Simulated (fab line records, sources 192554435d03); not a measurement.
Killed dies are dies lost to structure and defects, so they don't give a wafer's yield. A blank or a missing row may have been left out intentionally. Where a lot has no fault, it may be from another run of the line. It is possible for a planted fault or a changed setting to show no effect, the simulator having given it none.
Struck lot and sound lot, side by side :: flow n5-finfet :: 16 out of 1938 route steps
Sound: the wafers L336.3, L336.4, L336.6. Struck: wafer L339.4 (left out: L339.1, L339.5 of the same lot, which were not struck); the cause appears at the end.
Each step with rows lists, per side, the tool, then ch with its chambers, then its first start. Under that, the readings that differ: sound wafers :: struck wafers :: difference of the means :: sigmas: that difference in standard deviations of wafers without a fault.
alike: same words and numbers on both sides, and readings whose means sit less than 2 such deviations apart. not compared: any withheld reading, any reading some wafer has no value for, any bound like >300 that may hide the same value, and any number with overlapping values for which the record gives no deviation.
The two part at a step that has a row with sigmas, a row that says differs or no value, or rows on one side only. Numbers that don't overlap but have no deviation are shown without sigmas and don't part them. A reading that every wafer of one side lacks parts them only if that side has two wafers or more.

first, 4 steps without rows for these wafers: N5_BEOL_M6_HM_STRIP_39 (strips TiN in peroxide tin strip, target depth 25 nm, time 158 s); N5_BEOL_M6_SRD_40 (time 30 s); N5_BEOL_M6_PRECLEAN_42 (cleans in residue remover, time 60 s); N5_BEOL_M6_SRD_43 (time 30 s).
N5_BEOL_M6_CD_MEAS_35: target cd 40 nm, target cd y 28 nm.
  sound: cd-sem-03 at day 9 12:32; struck: cd-sem-01 at day 9 22:23
  alike: cd-nm
N5_BEOL_M6_CURE_75: cures SiCOH lowk, time 120 s.
  sound on uv-cure-02 ch 0, day 9 12:41; struck on uv-cure-02 ch 2, day 9 22:26
  alike: lamp-power-pct, wafer_temp_C_max
then, 1 step without rows for these wafers: N5_BEOL_M6_DEGAS_44 (time 60 s).
N5_BEOL_M6_PRE_CLEAN_45: time 30 s.
  sound: pvd-sputter-01 at day 9 14:55; struck: pvd-sputter-03 at day 9 23:03
reading: heater-power-w (W)
sound: 280 334 332
struck: 393
difference: +78
sigmas: +2
N5_BEOL_M6_ALD_77: deposits TaN, target thk 2 nm, pulse time 2 s, purge time 3 s.
  sound on ald-metal-01 ch 0,1, day 9 14:58; struck on ald-metal-01 ch 2, day 9 23:07
  alike: heater-power-w
N5_BEOL_M6_SURFACE_TREAT_79:
  sound: pvd-sputter-02 at day 9 15:16; struck: pvd-sputter-01 at day 9 23:25
  not compared: pressure-mtorr, throttle-valve-pct
then, 2 steps without rows for these wafers: N5_BEOL_M6_CVD_78 (deposits Co from CCTBA/H2, target thk 2 nm, time 142.3 s); N5_BEOL_M6_SPUTTER_48 (material Cu, target thk 10 nm, time 1.667 s).
N5_BEOL_M6_ECD_50: material Cu, target thk 300 nm.
  sound on ecd-cu-02 ch 0,1, day 9 15:51; struck on ecd-cu-02 ch 1, day 9 23:55
reading: model.Cu_of_BEOL_M6_ECD_50.thk-nm (nm)
sound: 305 303.8 299.2
struck: 155.6
difference: -147.1
sigmas: 
N5_BEOL_M6_ANNEAL_51: time 90 s.
  sound on rtp-anneal-01 ch 0, day 9 16:01; struck on rtp-anneal-02 ch 0, day 10 00:14
  alike: wafer_temp_C_max
N5_BEOL_M6_CMP_52: polishes, stops on SiCOH lowk, t overpolish 6.9 s, target thk 80 nm.
  sound on cmp-02 ch 0,2,3, day 9 16:15; struck on cmp-03 ch 1, day 10 00:42
reading: time-to-endpoint-s (s)
sound: 59.9 63.0 57.8
struck: 32.8
difference: -27.4
sigmas: -13
  alike: motor-current-A, retaining-ring-pressure-frac
  not compared: pad-life-wafers
N5_BEOL_M6_THK_MEAS_53: measures by xrf.
  sound: film-metro-02 at day 9 16:31; struck: film-metro-02 at day 10 01:00
  alike: M6_THK

WHERE THEY PART
At N5_BEOL_M6_PRE_CLEAN_45 first; at N5_BEOL_M6_CMP_52 last (within this record only). Later steps at which nothing parts them and some readings are alike: N5_BEOL_M6_THK_MEAS_53.

WHY: the cause the simulator had injected
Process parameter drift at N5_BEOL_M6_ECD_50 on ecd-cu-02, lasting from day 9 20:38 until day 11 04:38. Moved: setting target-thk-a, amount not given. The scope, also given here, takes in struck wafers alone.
